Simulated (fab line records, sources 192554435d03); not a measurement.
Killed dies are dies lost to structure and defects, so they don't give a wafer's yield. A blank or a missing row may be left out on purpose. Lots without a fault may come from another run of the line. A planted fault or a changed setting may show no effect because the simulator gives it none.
fab line records | flow n5_finfet
record lots=6 wafers=18 last_day=16
route steps=1938 shown BEOL_M11@1545 PASSIVATION@1936
lots that met no fault: from a run of the same line without faults
start_h: hours from the record's first day to the start of the lot's first wafer shown | wait_h: hours since the lot's step before | " the same as in the row above | L1.1+2: a row that stands for several wafers | - no value, or no start given | * or withheld: withheld | < > ~ a bound
route shown NAME@n: a module of which the file shows steps, and the number in the route of the first | usual: mean/standard deviation of fault-free wafers | same: alike in all rows | chamber/n: place in a boat | sites: the reading at each site | _std_site: their standard deviation | _edge_site: outer sites' mean less inner sites' | radius_mm: how far each site lies from the wafer's centre | mask NAME#n: copy n | behind: the tool/chamber that last shaped the wafer | hold: why the lot was held/for how many hours/how that ended | device: the transistor (n, p or np) that didn't switch | end of line: the same wafers' tests at the end of the route | a step without rows: its recipe alone | killed: dies lost to structure and defects at the first sort, not the wafer's yield | map: a wafer's dies, x killed, . not, _ none there
set.NAME: the setting as run; set.NAME@STEP: as run at that earlier step | model.NAME: the simulator's own value behind a step, which no gauge read
lots at some steps of the route; a table a step, a row a wafer
services: from which hour (start_h, from the record's first day; less than 0 if before it) a tool's chamber was out of use, for how many hours, and why
## steps
# step N5_BEOL_M11_SOFTBAKE_06
# recipe temp_c=110 time_s=60 resist=CAR-ArF
# step N5_BEOL_M11_EXPOSE_08
# recipe mask_id=M11 na=1.35 source_shape=dipole sigma_inner=0.411 sigma_outer=0.611 polarization=te dose_mj=53.75
# step N5_BEOL_M11_PEB_09
# recipe peb_temp_c=withheld peb_time_s=60 resist=CAR-ArF
# step N5_BEOL_M11_DEVELOP_10
# recipe develop_time_s=30 developer=TMAH resist=CAR-ArF rinse_liquid=diw dry=air_spin dev_temp_c=23
# step N5_BEOL_M11_CD_MEAS_11
# recipe target_cd_nm=64.1 landing_energy_ev=500 detector=se_inlens polarity=opening
# usual cd_nm=63.6/0.78
# same landing_energy_ev=500
# columns lot.wafer tool chamber start_h wait_h cd_nm
L382.1 cd_sem-01 0 231.79 - 61.9
L382.2 " 0 " " 64.0
L382.5 " 0 " " 63.3
L383.1 cd_sem-01 0 243.05 - 61.6
L383.2 " 0 " " 64.5
L383.6 " 0 " " 64.1
L395.1 cd_sem-01 0 317.24 - 63.4
L395.2 " 0 " " 63.3
L395.6 " 0 " " 62.9
L393.2 cd_sem-01 0 317.40 - 63.9
L393.5 " 0 " " 64.7
L393.6 " 0 " " 64.1
L394.3 cd_sem-02 0 317.44 - 62.5
L394.4 " 0 " " 63.2
L394.6 " 0 " " 63.0
L391.1 cd_sem-01 0 317.60 - 64.3
L391.3 " 0 " " 63.7
L391.6 " 0 " " 63.6
# step N5_BEOL_M11_OVL_MEAS_12
# recipe points_per_wafer=44
# usual M11_OVL=0.2/0.83
# columns lot.wafer tool chamber start_h wait_h M11_OVL[nm]
L382.1 overlay-02 0 231.82 0.0 0.1
L382.2 " 0 " " 0.0
L382.5 " 0 " " 1.0
L383.1 overlay-01 0 243.08 0.0 -0.9
L383.2 " 0 " " 0.3
L383.6 " 0 " " -0.3
L395.1 overlay-02 0 317.28 0.0 1.2
L395.2 " 0 " " 0.7
L395.6 " 0 " " 0.3
L393.2 overlay-02 0 317.43 0.0 -0.1
L393.5 " 0 " " 0.5
L393.6 " 0 " " -0.2
L394.3 overlay-01 0 317.47 0.0 0.3
L394.4 " 0 " " 0.4
L394.6 " 0 " " -0.1
L391.1 overlay-02 0 317.63 0.0 1.4
L391.3 " 0 " " -0.1
L391.6 " 0 " " 0.4
# step N5_BEOL_M11_INSPECT_13
# recipe mode=adi inspect_instrument=brightfield
# usual raw_defect_count=405/97
# columns lot.wafer tool chamber start_h wait_h raw_defect_count
L382.1 defect_inspect-02 - 231.84 0.0 403
L382.2 " - " " 511
L382.5 " - " " 368
L383.1 defect_inspect-01 - 243.11 0.0 640
L383.2 " - " " 497
L383.6 " - " " 578
L395.1 defect_inspect-02 - 317.30 0.0 378
L395.2 " - " " 369
L395.6 " - " " 356
L393.2 defect_inspect-02 - 317.46 0.0 354
L393.5 " - " " 333
L393.6 " - " " 232
L394.3 defect_inspect-02 - 317.50 0.0 358
L394.4 " - " " 443
L394.6 " - " " 346
L391.1 defect_inspect-01 - 317.66 0.0 448
L391.3 " - " " 321
L391.6 " - " " 462
# step N5_BEOL_M11_DESCUM_16
# recipe chemistry=O2 time_s=7.9 source_power_w=50 bias_power_w=20 pressure_mtorr=20 rf_frequency_hz=2.712e+07 temp_c=40 resist=CAR-ArF o2_flow_sccm=225
# usual drypump_motor_current_A=5.5/0.36 o2_flow_sccm=225.0/0.65 oes_product_au=0.79/0.086 rf_vpp_V=243.0/1.5 showerhead_plenum_p_Torr=2.10/0.071 throttle_valve_pct=20.51/0.21
# columns lot.wafer tool chamber start_h wait_h drypump_motor_current_A o2_flow_sccm oes_product_au rf_hours_counter_h rf_vpp_V showerhead_plenum_p_Torr throttle_valve_pct
L382.1 rie_diel-06 3 232.20 0.3 5.2 225.7 0.85 54 245.9 2.20 20.06
L382.2 " 2 " " 6.1 224.0 0.75 145 244.3 2.10 20.50
L382.5 " 2 " " 6.1 224.7 0.75 - 242.3 2.10 20.47
L383.1 rie_diel-06 1 243.14 0.0 5.5 223.9 0.82 80 240.8 2.03 20.65
L383.2 " 3 " " 5.2 225.3 0.85 57 244.9 2.20 20.07
L383.6 " 3 " " 5.2 225.2 0.85 - 244.7 2.20 20.07
L395.1 rie_diel-04 0 317.40 0.1 5.6 224.4 0.80 91 242.3 2.06 20.58
L395.2 " 3 " " 5.4 223.8 0.70 237 243.5 2.17 20.68
L395.6 " 1 " " 5.0 225.3 0.91 - 242.3 2.04 20.27
L393.2 rie_diel-02 3 317.72 0.3 5.7 226.0 0.82 83 244.3 2.22 20.82
L393.5 " 2 " " 5.8 224.6 0.87 - 241.5 2.05 20.19
L393.6 " 1 " " 6.0 225.0 0.69 - 240.5 2.09 20.84
L394.3 rie_diel-04 0 317.73 0.2 5.7 225.8 0.79 91 242.4 2.06 20.59
L394.4 " 1 " " 5.0 225.0 0.91 - 242.7 2.04 20.26
L394.6 " 3 " " 5.4 225.9 0.69 - 243.8 2.17 20.67
L391.1 rie_diel-06 0 317.76 0.1 5.6 224.7 0.72 194 243.3 2.16 20.53
L391.3 " 3 " " 5.2 224.6 0.83 75 244.4 2.20 20.11
L391.6 " 3 " " 5.2 225.9 0.83 - 244.7 2.20 20.11
# step N5_BEOL_M11_ETCH_61
# recipe chemistry=CF4 target=SiARC target_depth_a=390 mask_material=CAR-ArF time_s=65 ion_energy_ev=80 pressure_mtorr=40 source_w=545 bias_w=36 Ar_flow_sccm=100 cf4_flow_sccm=100 ends=cleared
# usual drypump_motor_current_A=5.5/0.36 etch_rf_on_time_s=65.0/2.2 oes_product_au=0.68/0.073 rf_vpp_V=184.0/1.1 showerhead_plenum_p_Torr=2.14/0.067 throttle_valve_pct=15.65/0.2
# columns lot.wafer tool chamber start_h wait_h drypump_motor_current_A etch_rf_on_time_s oes_product_au rf_hours_counter_h rf_vpp_V showerhead_plenum_p_Torr throttle_valve_pct
L382.1 rie_diel-06 3 232.23 0.0 5.2 65.6 0.72 54 184.6 2.25 15.34
L382.2 " 2 " " 6.1 63.6 0.66 145 184.5 2.14 15.65
L382.5 " 2 " " 6.1 63.7 0.65 - 182.4 2.14 15.63
L383.1 rie_diel-06 1 243.18 0.0 5.4 63.1 0.71 80 184.5 2.09 15.82
L383.2 " 3 " " 5.2 65.4 0.71 57 186.1 2.25 15.35
L383.6 " 3 " " 5.2 65.3 0.71 - 185.3 2.25 15.34
L395.1 rie_diel-04 0 317.43 0.0 5.6 68.3 0.68 91 183.6 2.10 15.60
L395.2 " 3 " " 5.4 64.4 0.60 237 185.2 2.21 15.87
L395.6 " 1 " " 5.0 68.5 0.77 - 183.4 2.09 15.41
L393.2 rie_diel-02 3 317.76 0.0 5.7 64.8 0.70 83 185.2 2.24 15.83
L393.5 " 2 " " 5.8 62.6 0.75 - 183.9 2.09 15.24
L393.6 " 1 " " 6.0 65.8 0.58 - 183.9 2.11 15.91
L394.3 rie_diel-04 0 317.77 0.0 5.7 68.1 0.69 91 184.7 2.10 15.59
L394.4 " 1 " " 5.0 67.8 0.77 - 185.3 2.09 15.41
L394.6 " 3 " " 5.4 64.0 0.60 - 183.6 2.21 15.87
L391.1 rie_diel-06 0 317.80 0.0 5.6 63.2 0.61 195 185.2 2.21 15.71
L391.3 " 3 " " 5.2 65.5 0.70 75 184.5 2.25 15.38
L391.6 " 3 " " 5.2 66.1 0.69 - 185.5 2.25 15.38
# step N5_BEOL_M11_ETCH_62
# recipe chemistry=N2/H2 target=SOC target_depth_a=1100 overetch_a=220 mask_material=SiARC temp_c=40 time_s=165 ion_energy_ev=200 pressure_mtorr=30 source_w=840 bias_w=150 n2_flow_sccm=200 h2_flow_sccm=200
# usual drypump_motor_current_A=5.5/0.36 oes_product_au=0.67/0.07 rf_vpp_V=523.7/2.5 showerhead_plenum_p_Torr=2.54/0.097 throttle_valve_pct=17.89/0.21
# columns lot.wafer tool chamber start_h wait_h drypump_motor_current_A oes_product_au rf_hours_counter_h rf_vpp_V showerhead_plenum_p_Torr throttle_valve_pct
L382.1 rie_diel-06 3 232.28 0.0 5.2 0.71 54 527.9 2.71 17.71
L382.2 " 2 " " 6.1 0.65 145 524.8 2.55 17.91
L382.5 " 2 " " 6.1 0.64 - 521.6 2.55 17.94
L383.1 rie_diel-06 1 243.23 0.0 5.4 0.69 80 522.2 2.46 18.01
L383.2 " 3 " " 5.2 0.71 57 528.9 2.71 17.71
L383.6 " 3 " " 5.2 0.72 - 527.2 2.71 17.70
L395.1 rie_diel-04 0 317.48 0.0 5.7 0.69 91 522.8 2.47 17.82
L395.2 " 3 " " 5.4 0.58 238 526.8 2.62 17.99
L395.6 " 1 " " 5.0 0.78 - 521.4 2.49 17.64
L393.2 rie_diel-02 3 317.81 0.0 5.7 0.70 83 526.6 2.69 18.29
L393.5 " 2 " " 5.8 0.73 - 521.9 2.46 17.46
L393.6 " 1 " " 6.0 0.58 - 521.0 2.48 17.95
L394.3 rie_diel-04 0 317.82 0.0 5.7 0.69 91 521.7 2.47 17.82
L394.4 " 1 " " 5.0 0.78 - 522.8 2.49 17.62
L394.6 " 3 " " 5.4 0.59 - 526.1 2.62 18.00
L391.1 rie_diel-06 0 317.85 0.0 5.6 0.61 195 526.4 2.65 18.10
L391.3 " 3 " " 5.2 0.69 75 526.0 2.70 17.72
L391.6 " 3 " " 5.2 0.70 - 527.6 2.70 17.72
# step N5_BEOL_M11_STRIP_68
# recipe chemistry=N2/H2 temp_c=40 n2_flow_sccm=200 h2_flow_sccm=200 rf_frequency_hz=6e+07
# step N5_BEOL_M11_STRIP_67
# recipe chemistry=CF4 resist=SiARC power_w=300 bias_power_w=75 pressure_mtorr=50 cf4_flow_sccm=150 rf_frequency_hz=6e+07
# usual drypump_motor_current_A=5.5/0.36 oes_product_au=0.79/0.082 rf_vpp_V=271.2/1.6 showerhead_plenum_p_Torr=1.79/0.056 throttle_valve_pct=13.62/0.23
# columns lot.wafer tool chamber start_h wait_h drypump_motor_current_A oes_product_au rf_hours_counter_h rf_vpp_V showerhead_plenum_p_Torr throttle_valve_pct
L382.1 rie_diel-06 3 232.43 0.0 5.2 0.85 54 272.7 1.88 13.28
L382.2 " 2 " " 6.1 0.76 145 272.1 1.81 13.70
L382.5 " 2 " " 6.1 0.76 - 270.5 1.81 13.70
L383.1 rie_diel-06 1 243.37 0.0 5.4 0.82 80 270.6 1.75 13.73
L383.2 " 3 " " 5.2 0.84 57 273.3 1.88 13.28
L383.6 " 3 " " 5.2 0.84 - 273.4 1.88 13.29
L395.1 rie_diel-04 0 317.63 0.0 5.6 0.82 91 270.3 1.76 13.52
L395.2 " 3 " " 5.4 0.69 238 273.7 1.85 13.88
L395.6 " 1 " " 5.0 0.92 - 271.1 1.75 13.35
L393.2 rie_diel-02 3 317.96 0.0 5.7 0.83 83 275.2 1.89 13.82
L393.5 " 2 " " 5.8 0.86 - 272.1 1.74 13.16
L393.6 " 1 " " 6.0 0.67 - 270.9 1.79 13.95
L394.3 rie_diel-04 0 317.96 0.0 5.6 0.82 91 269.8 1.76 13.53
L394.4 " 1 " " 5.0 0.92 - 271.3 1.75 13.36
L394.6 " 3 " " 5.4 0.69 - 272.7 1.85 13.88
L391.1 rie_diel-06 0 318.00 0.0 5.6 0.71 195 272.4 1.85 13.68
L391.3 " 3 " " 5.2 0.82 75 273.7 1.87 13.33
L391.6 " 3 " " 5.2 0.82 - 273.6 1.87 13.34
# step N5_BEOL_M11_HM_OPEN_17
# recipe chemistry=Cl2/BCl3 target_depth_a=200 overetch_a=60 target=TiN mask_material=SOC ion_energy_ev=150 pressure_mtorr=10 icp_w=1000 bias_w=126 Cl2_flow_sccm=53.25 bcl3_flow_sccm=21.75 Ar_flow_sccm=25
# usual drypump_motor_current_A=5.8/0.45 oes_product_au=0.68/0.095 throttle_valve_pct=22.2/0.3
# columns lot.wafer tool chamber start_h wait_h drypump_motor_current_A oes_product_au rf_hours_counter_h throttle_valve_pct model.SOC_of_BEOL_M11_COAT_59.thk_nm
L382.1 rie_metal-03 1 232.47 0.0 5.4 0.74 17 22.2 91.6
L382.2 " 0 " " 5.9 0.56 99 22.7 92
L382.5 " 1 " " 5.4 0.75 - 22.2 91.8
L383.1 rie_metal-02 0 243.41 0.0 6.5 0.79 3 22.1 91.8
L383.2 " 1 " " 6.2 0.51 126 22.2 91.6
L383.6 " 1 " " 6.2 0.51 - 22.2 92
L395.1 rie_metal-02 1 317.67 0.0 6.2 0.77 6 22.0 87.8
L395.2 " 1 " " 6.2 0.76 - 22.0 87.8
L395.6 " 1 " " 6.2 0.76 - 22.0 88
L393.2 rie_metal-03 1 318.00 0.0 5.4 0.71 24 22.2 91.6
L393.5 " 0 " " 5.9 0.55 - 22.8 92
L393.6 " 1 " " 5.4 0.73 - 22.2 91.8
L391.1 rie_metal-01 1 318.04 0.0 5.8 0.65 51 21.9 92.2
L391.3 " 1 " " 5.8 0.65 - 21.9 91.8
L391.6 " 0 " " 4.8 0.55 - 22.0 92
L394.3 rie_metal-02 1 318.06 0.1 6.2 0.76 - 22.0 87.8
L394.4 " 1 " " 6.2 0.76 - 22.0 88
L394.6 " 1 " " 6.2 0.76 - 22.0 88.2
# step N5_BEOL_M11_STRIP_19
# recipe chemistry=O2 power_w=400 temp_c=40 pressure_mtorr=30 rf_frequency_hz=6e+07 bias_power_w=0 overash_fraction=0.2 o2_flow_sccm=225
# usual drypump_motor_current_A=5.5/0.37 o2_flow_sccm=225.0/0.63 oes_product_au=0.80/0.091 rf_vpp_V=3.6/0.63 showerhead_plenum_p_Torr=2.10/0.07 throttle_valve_pct=16.73/0.22
# columns lot.wafer tool chamber start_h wait_h drypump_motor_current_A o2_flow_sccm oes_product_au rf_hours_counter_h rf_vpp_V showerhead_plenum_p_Torr throttle_valve_pct
L382.1 rie_diel-06 2 232.58 0.1 6.1 225.5 0.76 145 4.1 2.11 16.74
L382.2 " 3 " " 5.2 224.3 0.85 54 4.8 2.21 16.35
L382.5 " 3 " " 5.2 223.8 0.86 - 3.5 2.21 16.35
L383.1 rie_diel-02 1 243.52 0.1 6.0 224.0 0.70 221 3.6 2.10 17.01
L383.2 " 2 " " 5.8 224.3 0.90 31 4.0 2.06 16.35
L383.6 " 2 " " 5.8 224.0 0.89 - 3.8 2.06 16.33
L395.1 rie_diel-04 3 317.98 0.3 5.4 224.8 0.70 238 4.3 2.18 16.97
L395.2 " 0 " " 5.7 223.8 0.80 91 3.5 2.06 16.75
L395.6 " 3 " " 5.4 224.6 0.69 - 3.4 2.18 16.97
L393.2 rie_diel-06 0 318.11 0.1 5.6 224.1 0.71 195 4.8 2.16 16.77
L393.5 " 3 " " 5.2 224.4 0.82 - 4.7 2.20 16.39
L393.6 " 2 " " 6.1 223.9 0.73 - 4.3 2.10 16.80
L391.1 rie_diel-04 3 318.15 0.1 5.5 225.0 0.70 238 2.5 2.18 16.97
L391.3 " 1 " " 5.0 225.3 0.91 15 3.7 2.05 16.49
L391.6 " 1 " " 5.0 224.7 0.92 - 4.9 2.05 16.49
L394.3 rie_diel-06 0 318.20 0.1 5.6 224.9 0.72 195 3.6 2.16 16.78
L394.4 " 3 " " 5.2 225.1 0.83 75 3.8 2.20 16.38
L394.6 " 3 " " 5.2 226.1 0.83 - 3.0 2.20 16.39
# step N5_PASSIVATION_PROBE_49
# usual defect_limited_yield=91.0/1.4 killed_at_M0_to_M3=35/10 killed_at_M4_up=14/5.5 killed_at_contacts=13/5.6 killed_at_front_end=41/11 killed_at_other=4/3.4 killed_dies=106/16 killed_open=68/12 killed_short=35/7.3 sort_bin_4_leakage=0.3/2.1 sort_bin_5_function=5.3/0.89 sort_bin_6_memory=3.4/0.67 sort_bin_8_speed=0.01/0.11 sort_n_pass=1070/28 sort_yield_pct=90.7/2.4
# same gross_dies=1180 killed_at_back_side=0
# columns lot.wafer tool chamber start_h wait_h defect_limited_yield[%] killed_at_M0_to_M3 killed_at_M4_up killed_at_contacts killed_at_front_end killed_at_other killed_dies killed_open killed_short sort_bin_4_leakage[%] sort_bin_5_function[%] sort_bin_6_memory[%] sort_bin_8_speed[%] sort_n_pass sort_yield_pct[%]
L382.1 prober-01 - 278.73 0.0 90.3 35 13 21 42 3 114 72 40 0 5.9 3.6 0 1066 90.3
L382.2 prober-01 - 278.78 0.1 91.7 36 8 8 39 7 98 70 27 0 4.2 4.2 0 1082 91.7
L382.5 prober-01 - 278.93 0.2 92.4 40 13 8 21 8 90 70 18 0 4.6 2.6 0 1090 92.4
L395.1 prober-01 - 373.34 0.0 91.4 33 7 19 41 1 101 65 34 0 5.3 2.8 0 1079 91.4
L395.2 prober-01 - 373.39 0.1 91.9 25 9 16 43 3 96 64 31 0 4.4 3.4 0 1084 91.9
L395.6 prober-01 - 373.59 0.3 90.8 19 14 26 49 1 109 71 37 0 5.6 3.2 0 1071 90.8
L394.3 prober-02 - 379.48 0.1 91.4 29 14 14 44 1 102 58 41 23.2 4.7 3.6 0 804 68.1
L394.4 prober-02 - 379.53 0.2 90.8 24 12 12 51 9 108 58 43 0 4.9 3.3 0 1072 90.8
L394.6 prober-02 - 379.63 0.3 92.4 33 15 4 34 4 90 54 33 0 4.7 2.5 0 1090 92.4
# killed by level:class
L382.1 MOL_CONTACT_COAG:geometric_particle:open=18 BEOL_M2:geometric_particle:open=11 GATE_CUT:geometric_particle:short=9 FIN_SAQP:geometric_particle:open=7 FIN_SAQP:geometric_particle:short=6 BEOL_M1:geometric_particle:open=6 STI_FIN_REVEAL:geometric_particle:open=4 GATE_CUT:geometric_particle:open=4
L382.2 FIN_SAQP:geometric_particle:open=11 BEOL_M1:geometric_particle:open=8 STI_FIN_REVEAL:geometric_particle:open=7 MOL_CONTACT_COAG:geometric_particle:open=7 BEOL_M0_SAQP:geometric_particle:open=7 GATE_CUT:geometric_particle:short=6 BEOL_M2:geometric_particle:open=5 GATE_CUT:geometric_particle:open=4
L382.5 BEOL_M3:geometric_particle:open=13 BEOL_M2:geometric_particle:open=9 MOL_CONTACT_COAG:geometric_particle:open=8 BEOL_M1:geometric_particle:open=7 BEOL_M5:geometric_particle:open=6 GATE_CUT:geometric_particle:short=5 GATE_CUT:geometric_particle:open=4 BEOL_M0:geometric_particle:open=4
L395.1 MOL_CONTACT_COAG:geometric_particle:open=14 FIN_SAQP:geometric_particle:open=10 BEOL_M0_SAQP:geometric_particle:open=9 STI_FIN_REVEAL:geometric_particle:open=8 BEOL_M0_SAQP:geometric_particle:short=7 ILD0:geometric_particle:open=5 BEOL_M2:geometric_particle:open=5 FIN_SAQP:geometric_particle:short=4
L395.2 BEOL_M0_SAQP:geometric_particle:short=13 FIN_SAQP:geometric_particle:open=12 MOL_CONTACT_COAG:geometric_particle:open=11 STI_FIN_REVEAL:geometric_particle:open=9 ILD0:geometric_particle:open=8 BEOL_M0_SAQP:geometric_particle:open=7 MOL_CONTACT_COAG:geometric_particle:short=5 BEOL_M4:geometric_particle:open=5
L395.6 MOL_CONTACT_COAG:geometric_particle:open=21 FIN_SAQP:geometric_particle:open=9 STI_FIN_REVEAL:geometric_particle:open=8 GATE_CUT:geometric_particle:short=6 FIN_SAQP:geometric_particle:short=5 MOL_CONTACT_COAG:geometric_particle:short=5 ILD0:geometric_particle:short=4 BEOL_M0_SAQP:geometric_particle:open=4
L394.3 FIN_SAQP:geometric_particle:short=17 MOL_CONTACT_COAG:geometric_particle:open=10 BEOL_M1:geometric_particle:open=9 BEOL_M2:geometric_particle:open=8 BEOL_M4:geometric_particle:open=7 GATE_CUT:geometric_particle:short=6 STI_FIN_REVEAL:geometric_particle:short=5 STI_FIN_REVEAL:geometric_particle:open=5
L394.4 FIN_SAQP:geometric_particle:short=11 FIN_SAQP:geometric_particle:open=9 MOL_CONTACT_COAG:geometric_particle:open=9 HKMG_FIN:area_etch=7 GATE_CUT:geometric_particle:short=6 BEOL_M0:geometric_particle:open=6 BEOL_M0:geometric_particle:short=6 BEOL_M4:geometric_particle:open=6
L394.6 BEOL_M4:geometric_particle:open=9 BEOL_M0:geometric_particle:open=8 GATE_CUT:geometric_particle:short=7 FIN_SAQP:geometric_particle:short=6 FIN_SAQP:geometric_particle:open=6 BEOL_M0:geometric_particle:short=5 BEOL_M1:geometric_particle:open=5 STI_FIN_REVEAL:geometric_particle:open=4
## services
# columns tool chamber start_h hours kind
rie_diel-04 0 222.79 11.3 repair
rie_diel-04 2 228.08 2.4 repair
rie_diel-02 0 234.65 - clean
rie_diel-02 0 234.65 - consumable_replace:focus_ring
rie_diel-02 0 234.65 19.3 scheduled_down
rie_diel-02 0 234.65 19.3 vent_cycle
rie_metal-01 1 235.56 4.2 repair
rie_metal-02 1 246.69 - clean
rie_metal-02 1 246.69 13.6 scheduled_down
rie_metal-02 1 246.69 13.6 vent_cycle
rie_diel-04 1 249.86 - clean
rie_diel-04 1 249.86 - consumable_replace:focus_ring
rie_diel-04 1 249.86 12.2 scheduled_down
rie_diel-04 1 249.86 12.2 vent_cycle
rie_metal-02 - 279.08 0.3 repair
rie_diel-06 2 299.45 8.1 repair
rie_metal-01 0 310.11 4.5 repair
## key
first_sign none at tools or gauges
model_effect step=N5_BEOL_M11_HM_OPEN_17 value=SOC_of_BEOL_M11_COAT_59.thk_nm without=92.27 struck=87.93
met_at N5_BEOL_M11_HM_OPEN_17
struck_wafers L394.3,L394.4,L394.6,L395.1,L395.2,L395.6
also_fits N5_BEOL_M11_DESCUM_16:rie_diel-04,N5_BEOL_M11_ETCH_61:rie_diel-04,N5_BEOL_M11_ETCH_62:rie_diel-04,N5_BEOL_M11_STRIP_67:rie_diel-04
fault kind=process_parameter_drift tool=rie_metal-02 chamber=1 onset_h=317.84 steps=N5_BEOL_M11_HM_OPEN_17 channel=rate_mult offset=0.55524 shape=step end_h=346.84
